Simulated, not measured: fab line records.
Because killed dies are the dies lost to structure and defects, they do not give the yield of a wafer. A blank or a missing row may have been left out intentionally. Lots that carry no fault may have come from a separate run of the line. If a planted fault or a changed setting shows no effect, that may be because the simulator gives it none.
Matching of chambers :: flow n5_finfet :: pecvd-01 running N5_FIN_SAQP_HM_DEP_72: 3 sister chambers
The step deposits SiO2 from SiH4/N2O, target thk 12 nm, time 7.2 s. 14 wafers are shown with their chamber, then 7 later ones without.

WAFERS WITH THEIR CHAMBER
wafer: L076.1
chamber: 2
showerhead_plenum_p_Torr (Torr): 8.23
chamber_pressure_Torr (Torr): 0.7493
heater_power_w (W): 655

wafer: L076.3
chamber: 1
showerhead_plenum_p_Torr (Torr): 8.15
chamber_pressure_Torr (Torr): 0.7524
heater_power_w (W): 746

wafer: L076.4
chamber: 0
showerhead_plenum_p_Torr (Torr): 8.53
chamber_pressure_Torr (Torr): 0.7485
heater_power_w (W): 695

wafer: L082.1
chamber: 0
showerhead_plenum_p_Torr (Torr): 8.49
chamber_pressure_Torr (Torr): 0.7505
heater_power_w (W): 768

wafer: L082.4
chamber: 0
showerhead_plenum_p_Torr (Torr): 8.54
chamber_pressure_Torr (Torr): 0.7511
heater_power_w (W): 756

wafer: L082.6
chamber: 2
showerhead_plenum_p_Torr (Torr): 8.25
chamber_pressure_Torr (Torr): 0.7509
heater_power_w (W): 632

wafer: L085.2
chamber: 2
showerhead_plenum_p_Torr (Torr): 8.23
chamber_pressure_Torr (Torr): 0.7486
heater_power_w (W): 620

wafer: L085.5
chamber: 2
showerhead_plenum_p_Torr (Torr): 8.26
chamber_pressure_Torr (Torr): 0.7495
heater_power_w (W): 643

wafer: L085.6
chamber: 1
showerhead_plenum_p_Torr (Torr): 8.15
chamber_pressure_Torr (Torr): 0.7514
heater_power_w (W): 638

wafer: L086.1
chamber: 0
showerhead_plenum_p_Torr (Torr): 8.51
chamber_pressure_Torr (Torr): 0.7502
heater_power_w (W): 752

wafer: L086.3
chamber: 1
showerhead_plenum_p_Torr (Torr): 8.13
chamber_pressure_Torr (Torr): 0.7544
heater_power_w (W): 750

wafer: L086.4
chamber: 1
showerhead_plenum_p_Torr (Torr): 8.16
chamber_pressure_Torr (Torr): 0.7530
heater_power_w (W): 759

wafer: L089.4
chamber: 2
showerhead_plenum_p_Torr (Torr): 8.25
chamber_pressure_Torr (Torr): 0.7485
heater_power_w (W): 688

wafer: L089.5
chamber: 0
showerhead_plenum_p_Torr (Torr): 8.51
chamber_pressure_Torr (Torr): 0.7514
heater_power_w (W): 761

SIGNATURES, as means of the wafers listed above
reading: showerhead_plenum_p_Torr
chamber 0: 8.5160
chamber 1: 8.1475
chamber 2: 8.2440
scatter within a chamber: 0.0157

reading: chamber_pressure_Torr
chamber 0: 0.750340
chamber 1: 0.752800
chamber 2: 0.749360
scatter within a chamber: 0.00111

reading: heater_power_w
chamber 0: 746.40
chamber 1: 723.25
chamber 2: 647.60
scatter within a chamber: 38.1
Rule: a wafer lies at a distance from a chamber equal to the root of the sum of squares, over the readings, of (its reading less the chamber's mean, divided by the reading's scatter). If the next closest chamber is less than 2 further off than the closest, the wafer can't be placed; otherwise it belongs to the closest. How the scatter is found: for the shown wafers, subtract from each reading the mean of its chamber, square and add these, divide the total by (wafers less chambers), then take the root.

WAFERS WHOSE CHAMBER IS MISSING
wafer: L089.6
showerhead_plenum_p_Torr (Torr): 8.16
chamber_pressure_Torr (Torr): 0.7471
heater_power_w (W): 682

wafer: L095.1
showerhead_plenum_p_Torr (Torr): 8.17
chamber_pressure_Torr (Torr): 0.7471
heater_power_w (W): 736

wafer: L095.5
showerhead_plenum_p_Torr (Torr): 8.23
chamber_pressure_Torr (Torr): 0.7490
heater_power_w (W): 639

wafer: L095.6
showerhead_plenum_p_Torr (Torr): 8.16
chamber_pressure_Torr (Torr): 0.7507
heater_power_w (W): 722

wafer: L096.1
showerhead_plenum_p_Torr (Torr): 8.15
chamber_pressure_Torr (Torr): 0.7522
heater_power_w (W): 731

wafer: L096.2
showerhead_plenum_p_Torr (Torr): 8.23
chamber_pressure_Torr (Torr): 0.7506
heater_power_w (W): 636

wafer: L096.6
showerhead_plenum_p_Torr (Torr): 8.24
chamber_pressure_Torr (Torr): 0.7530
heater_power_w (W): 635

WHICH CHAMBER EACH WENT THROUGH
wafer: L089.6
from the rows above: can't be placed: 1 or 2
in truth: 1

wafer: L095.1
from the rows above: can't be placed: 1 or 2
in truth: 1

wafer: L095.5
from the rows above: 2
in truth: 2

wafer: L095.6
from the rows above: 1
in truth: 1

wafer: L096.1
from the rows above: 1
in truth: 1

wafer: L096.2
from the rows above: 2
in truth: 2

wafer: L096.6
from the rows above: 2
in truth: 2
5 of 7 placed correctly. From these rows, 2 cannot be placed; in 2 the true chamber is one of the candidates. Placed wrongly: 0.
